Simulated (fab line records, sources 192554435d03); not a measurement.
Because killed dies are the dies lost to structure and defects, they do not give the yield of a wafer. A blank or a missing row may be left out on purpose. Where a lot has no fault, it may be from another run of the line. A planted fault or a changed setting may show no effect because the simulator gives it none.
Which tool was responsible? ; flow n5_finfet ; 18 wafers from 6 lots sampled at 3 of the route's 1938 steps

== WHAT EACH GAUGE READ, for each wafer ==
N5_PASSIVATION_OVL_MEAS_60.
lot;measured;on;TV_OVL (nm)
L155;day 13 21:01;overlay-02;2 11 9
L158;day 13 09:01;overlay-01;4 1 -1
L160;day 14 19:38;overlay-01;-1 -4 -3
L162;day 14 21:07;overlay-02;-6 -3 -1
L166;day 16 22:18;overlay-01;8 10 4
L173;day 18 16:55;overlay-02;5 6 15

== EACH LOT AND THE TOOL THAT RAN IT (in order: tool; ch and the chambers of the sampled wafers; start) ==
lot;N5_HKMG_FIN_ALD_91;N5_MIM_BOT_ETCH_ETCH_03
L155;ald_metal-02 ch 0,3, day 4 19:27;rie_metal-01 ch 0,1, day 13 17:44
L158;ald_metal-03 ch 0,1,3, day 5 09:53;rie_metal-01 ch 0,1, day 13 07:51
L160;ald_metal-02 ch 1,2,3, day 6 06:39;rie_metal-02 ch 0,1, day 14 18:07
L162;ald_metal-03 ch 0,1,3, day 6 12:19;rie_metal-03 ch 1, day 14 19:11
L166;ald_metal-02 ch 0,1,2, day 7 10:07;rie_metal-03 ch 0,1, day 16 20:59
L173;ald_metal-02 ch 0,1,2, day 9 08:14;rie_metal-01 ch 0,1, day 18 15:44
- N5_HKMG_FIN_ALD_91: deposits TiN, target thk 1 nm, pulse time 1 s, purge time 3 s.
- N5_MIM_BOT_ETCH_ETCH_03: etches the open film in Cl2/BCl3, target depth 12 nm.

== THE ANSWER, worked out from the rows above alone ==
Rule: usual is defined by the lots themselves. Put in order of their means at a reading, lots are off if they are a third of the lots or fewer, leave a main group of 4 or more, and stand apart from it by a gap of 3 or more times the standard deviation of the main group's means; of several such gaps the widest counts. A main group is skipped when, at the precision printed for the reading in the tables above, its means are all equal. A lot without any number at a reading at which 4 lots or more have one is off too. All remaining lots with rows at the step are treated as sound.
None of the lots is off at any reading shown; this tells nothing.

== WHAT HAD BEEN PUT IN BY THE SIMULATOR ==
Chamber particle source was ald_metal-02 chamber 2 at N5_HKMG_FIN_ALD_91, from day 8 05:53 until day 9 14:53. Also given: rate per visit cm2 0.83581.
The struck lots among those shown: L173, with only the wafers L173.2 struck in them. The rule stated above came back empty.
